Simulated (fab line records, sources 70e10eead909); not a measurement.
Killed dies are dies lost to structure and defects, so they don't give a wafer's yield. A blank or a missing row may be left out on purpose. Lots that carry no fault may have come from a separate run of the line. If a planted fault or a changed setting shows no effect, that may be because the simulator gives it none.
Code-filled problem report in 8D (eight disciplines) form || flow nand-harc || the parts of the form that need people (team, actions taken, sign-off) are left out

== 1. PROBLEM STATEMENT ==
Wafers without a fault read 150.1 sccm, standard deviation 0.47; h2-flow-sccm at NHARC_A_CONTACT_ETCH_49 reads a mean of 119.7 sccm on 6 wafers belonging to 2 lots. That is -65 standard deviations from the usual mean.
The step: etches the open film in N2/H2, target depth 260 nm, time 475.3 s.
First observed at day 26 03:03: wafer L206.4, on rie-diel-11. At this step, 36 wafers from 12 lots have a number in the record. Rule for "out", or "out of limits": more than 4 standard deviations from the usual mean. Any other wafer with a number is counted as sound.

== 2. WHAT IT IS; WHAT IT IS NOT ==
{"question": "which readings at this step", "is": "h2-flow-sccm, throttle-valve-pct", "is not": "drypump-motor-current-A, oes-product-au, rf-vpp-V, showerhead-plenum-p-Torr"}
{"question": "which lots", "is": "L206, L207", "is not": "L195, L196, L198, L199, L201, L210, L214, L216, L217, L218"}
{"question": "which wafers of those lots", "is": "all that have a number", "is not": "-"}
{"question": "read on which tools", "is": "rie-diel-11", "is not": "rie-diel-02, rie-diel-09"}
{"question": "when", "is": "from day 26 03:03", "is not": "up to then (15 sound wafers); but 15 sound wafers of L210, L214, L216, L217, L218 came after"}

== 3. WHAT RULES OUT EACH SUSPECT ==
Counting: any tool at a process step up to the reading is kept as a suspect provided that every lot that is out went through it and no sound lot did after the first of them.
- rie-diel-11 at NHARC_A_CONTACT_ETCH_49 (etches the open film in N2/H2, target depth 260 nm, time 475.3 s): ruled out as a lasting fault. The sound lots L216, L217 went through it after L206, its earliest lot that is out (day 26 03:03).
Left after counting: nothing in the record.

== 4. THE CAUSE (what the simulator had put in) ==
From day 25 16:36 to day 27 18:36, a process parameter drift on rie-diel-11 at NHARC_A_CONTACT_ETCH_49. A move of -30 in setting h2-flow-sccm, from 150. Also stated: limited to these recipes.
Counting ruled it out, wrongly.

== 5. THE CHAIN OF EFFECTS, in route order ==
One row per reading whose mean, taken over the struck wafers that have a number, lies over 3 standard deviations from the usual. Scope: only readings with a usual standard deviation given in the record; hours: median across lots of the time from each lot's start at the first step in this table that gives one to its start at this step; sigmas: change in usual standard deviations.
{"hours": 0, "step": "NHARC_A_CONTACT_ETCH_49", "reading": "h2-flow-sccm", "usual": "150.1 sccm", "on struck wafers": 119.7, "change": -30.4, "sigmas": -65}
{"hours": 0, "step": "NHARC_A_CONTACT_ETCH_49", "reading": "throttle-valve-pct", "usual": "14.171 %", "on struck wafers": 13.658, "change": -0.513, "sigmas": -58}
Its process steps:
- NHARC_A_CONTACT_ETCH_49: etches the open film in N2/H2, target depth 260 nm, time 475.3 s.

== 6. HOW IT WOULD HAVE BEEN CAUGHT EARLIER ==
The fault began at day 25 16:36; the first out-of-limits reading in this record came at day 26 03:03, 10 hours later.
